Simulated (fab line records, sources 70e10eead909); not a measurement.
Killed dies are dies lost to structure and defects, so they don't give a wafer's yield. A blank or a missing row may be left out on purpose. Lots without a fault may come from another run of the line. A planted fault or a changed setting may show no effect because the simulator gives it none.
A struck lot beside a sound one | flow nand_harc | 40 steps out of a route of 1302
Sound: wafers L691.3, L691.4, L691.6. Struck: wafers L707.2, L707.3, L707.6. The cause comes at the end.
At each step with rows: each side's tool, then ch and its chambers, then its first start. Under that, the readings that differ: sound wafers | struck wafers | difference of the means | sigmas: that difference in standard deviations of wafers without a fault.
alike: readings whose means differ by less than 2 such deviations, and words and numbers that are the same on both sides. not compared: withheld readings, readings that some wafer has no value for, bounds like >300 that may hide the same value, and numbers for which the record gives no deviation and whose values overlap.
The two part at a step that has a row with sigmas, a row that says differs or no value, or rows on one side only. Numbers that don't overlap but have no deviation are shown without sigmas and don't part them. A reading that every wafer of one side lacks parts them only if that side has two wafers or more.

first, 1 step without rows for these wafers: NHARC_A_CHANNEL_HOLE_D1_SRD_29.
NHARC_A_CHANNEL_HOLE_D1_CD_MEAS_30:
  sound on cd_sem-01, day 9 05:52; struck on cd_sem-02, day 16 08:02
  alike: cd_nm
then, 1 step without rows for these wafers: NHARC_A_CHANNEL_HOLE_D1_XSEM_31.
NHARC_A_CHANNEL_HOLE_D1_INSPECT_40:
  sound on defect_inspect-01, day 9 06:02; struck on defect_inspect-02, day 16 08:13
  alike: raw_defect_count
then, 2 steps without rows for these wafers: NHARC_A_CHANNEL_FILL_D1_PRECLEAN_00 (cleans in SC1); NHARC_A_CHANNEL_FILL_D1_SRD_01.
NHARC_A_CHANNEL_FILL_D1_ALD_02: deposits SiO2, target thk 6 nm, pulse time 10 s, ald cycles 60.
  sound on ald_hk-02 ch 1,2, day 9 06:19; struck on ald_hk-02 ch 0,2, day 16 08:25
  alike: heater_power_w, precursor_pulse_height_rel
then, 1 step without rows for these wafers: NHARC_A_CHANNEL_FILL_D1_ALD_03 (deposits SiNx, target thk 6 nm, pulse time 60 s, ald cycles 58).
NHARC_A_CHANNEL_FILL_D1_ALD_14: deposits SiO2, target thk 2.5 nm, pulse time 10 s, ald cycles 25.
  sound on ald_hk-01 ch 1,3, day 9 13:19; struck on ald_hk-02 ch 0,1,3, day 16 15:25
  alike: heater_power_w, precursor_pulse_height_rel
then, 3 steps without rows for these wafers: NHARC_A_CHANNEL_FILL_D1_ALD_15 (deposits SiNx, target thk 2 nm, pulse time 60 s, ald cycles 19); NHARC_A_CHANNEL_FILL_D1_ALD_16 (deposits SiO2, target thk 1.5 nm, pulse time 10 s, ald cycles 15); NHARC_A_CHANNEL_FILL_D1_ANNEAL_17 (time 1800 s).
NHARC_A_CHANNEL_FILL_D1_CVD_18: deposits poly-Si, target thk 3 nm.
  sound on lpcvd_poly-01 ch 0, day 10 04:17; struck on lpcvd_poly-01 ch 0, day 17 06:43
  alike: spike_tc_bottom_C, spike_tc_centre_C, spike_tc_upper_C
NHARC_A_CHANNEL_FILL_D1_ETCHBACK_19: etches the open film in HBr/Cl2, target depth 5 nm, time 1.7 s.
  sound on rie_si-02 ch 1,2, day 10 06:22; struck on rie_si-04 ch 0,3, day 17 08:49
  alike: drypump_motor_current_A, hbr_flow_sccm, oes_product_au, throttle_valve_pct
  not compared: rf_hours_counter_h
then, 6 steps without rows for these wafers: NHARC_A_CHANNEL_FILL_D1_ETCHBACK_20 (etches the open film in C4F8/O2/Ar, target depth 27 nm, time 13.5 s); NHARC_A_CHANNEL_FILL_D1_STRIP_28 (strips in O2, time 20 s); NHARC_A_CHANNEL_FILL_D1_PRECLEAN_21 (cleans in dHF, time 30 s); NHARC_A_CHANNEL_FILL_D1_SRD_23; NHARC_A_CHANNEL_FILL_D1_CVD_05 (deposits poly-Si, target thk 5 nm); NHARC_A_CHANNEL_FILL_D1_ANNEAL_22 (time 7200 s).
NHARC_A_CHANNEL_FILL_D1_ALD_25: deposits SiOx, target thk 60 nm, pulse time 10 s, ald cycles 600.
  sound on ald_hk-01 ch 0,2, day 10 19:59; struck on ald_hk-03 ch 0,3, day 17 22:40
  alike: heater_power_w, precursor_pulse_height_rel
NHARC_A_CHANNEL_FILL_D1_ETCHBACK_08: etches the open film in C4F8, target depth 220 nm, time 110 s.
  sound on rie_diel-03 ch 0,2; struck on rie_diel-09 ch 1,3
  reading               | sound          | struck         | difference | sigmas
  oes_product_au (a.u.) | 0.91 0.92 0.91 | 1.00 1.00 1.01 | +0.09      | +2
  alike: rf_vpp_V
  not compared: rf_hours_counter_h
then, 6 steps without rows for these wafers: NHARC_A_CHANNEL_FILL_D1_STRIP_29 (strips in O2, time 20 s); NHARC_A_CHANNEL_FILL_D1_PRECLEAN_30 (cleans in dHF, time 30 s); NHARC_A_CHANNEL_FILL_D1_SRD_31; NHARC_A_CHANNEL_FILL_D1_CVD_09 (deposits poly-Si, target thk 150 nm, time 3000 s); NHARC_A_CHANNEL_FILL_D1_CMP_10 (polishes, target thk 150 nm); NHARC_A_CHANNEL_FILL_D1_SRD_12.
NHARC_A_CHANNEL_FILL_D1_INSPECT_13:
  sound on defect_inspect-02, day 11 07:16; struck on defect_inspect-01, day 18 10:17
  alike: raw_defect_count
then, 10 steps without rows for these wafers: NHARC_A_DECK1_JOINT_ETCHBACK_07 (etches the open film in HBr, target depth 105 nm, time 26.9 s); NHARC_A_DECK1_JOINT_ETCH_25 (etches SiO2 in dHF, target depth 0.5 nm); NHARC_A_DECK1_JOINT_ETCH_19 (etches poly-Si in TMAH, target depth 3 nm); NHARC_A_DECK1_JOINT_ETCH_18 (etches SiO2 in dHF, target depth 3 nm); NHARC_A_DECK1_JOINT_WET_08 (chemistry H3PO4, time 86 s); NHARC_A_DECK1_JOINT_ETCH_09 (etches SiO2 in dHF, target depth 5 nm); NHARC_A_DECK1_JOINT_WET_10 (chemistry H3PO4, time 86 s); NHARC_A_DECK1_JOINT_ETCH_11 (etches SiO2 in dHF, target depth 35 nm); NHARC_A_DECK1_JOINT_CVD_12 (deposits poly-Si, target thk 90 nm, time 1800 s); NHARC_A_DECK1_JOINT_CMP_13 (polishes, target thk 51.023 nm).
-- the record jumps here: 14 days lie between the struck wafers' starts before and after (it left off in module A_DECK1_JOINT and takes up again in module END, whose first step shown is number 1301 of the route) --
NHARC_END_WLT_00:
  sound on prober-02, day 24 21:25; struck on prober-01, day 32 10:37
  reading                           | sound             | struck            | difference | sigmas
  VT_DECK1_BOTTOM                   | 0.872 0.875 0.879 | 0.948 0.950 0.953 | +0.075     | +9
  VT_DECK1_BOTTOM_INNER             | 0.880 0.875 0.878 | 0.948 0.959 0.939 | +0.071     | +8
  VT_DECK1_MEDIAN_NEAR_BOTTOM       | 0.883 0.878 0.883 | 0.954 0.949 0.947 | +0.069     | +8
  VT_DECK1_MEDIAN_NEAR_BOTTOM_INNER | 0.877 0.867 0.874 | 0.952 0.945 0.938 | +0.072     | +9
  VT_DECK1_MIDDLE                   | 0.881 0.880 0.897 | 0.959 0.969 0.967 | +0.079     | +10
  VT_DECK1_MIDDLE_INNER             | 0.891 0.889 0.878 | 0.960 0.963 0.966 | +0.077     | +10
  VT_DECK1_TOP                      | 0.896 0.900 0.896 | 0.980 0.973 0.974 | +0.078     | +10
  VT_DECK1_TOP_INNER                | 0.904 0.897 0.907 | 0.975 0.963 0.974 | +0.068     | +8
  alike: VT_DECK2_BOTTOM, VT_DECK2_BOTTOM_INNER, VT_DECK2_MEDIAN_NEAR_BOTTOM, VT_DECK2_MEDIAN_NEAR_BOTTOM_INNER, VT_DECK2_MIDDLE, VT_DECK2_MIDDLE_INNER, VT_DECK2_TOP, VT_DECK2_TOP_INNER

WHERE THEY PART
First at NHARC_A_CHANNEL_FILL_D1_ETCHBACK_08; last, within this record, at NHARC_END_WLT_00.

WHY: what the simulator had put in
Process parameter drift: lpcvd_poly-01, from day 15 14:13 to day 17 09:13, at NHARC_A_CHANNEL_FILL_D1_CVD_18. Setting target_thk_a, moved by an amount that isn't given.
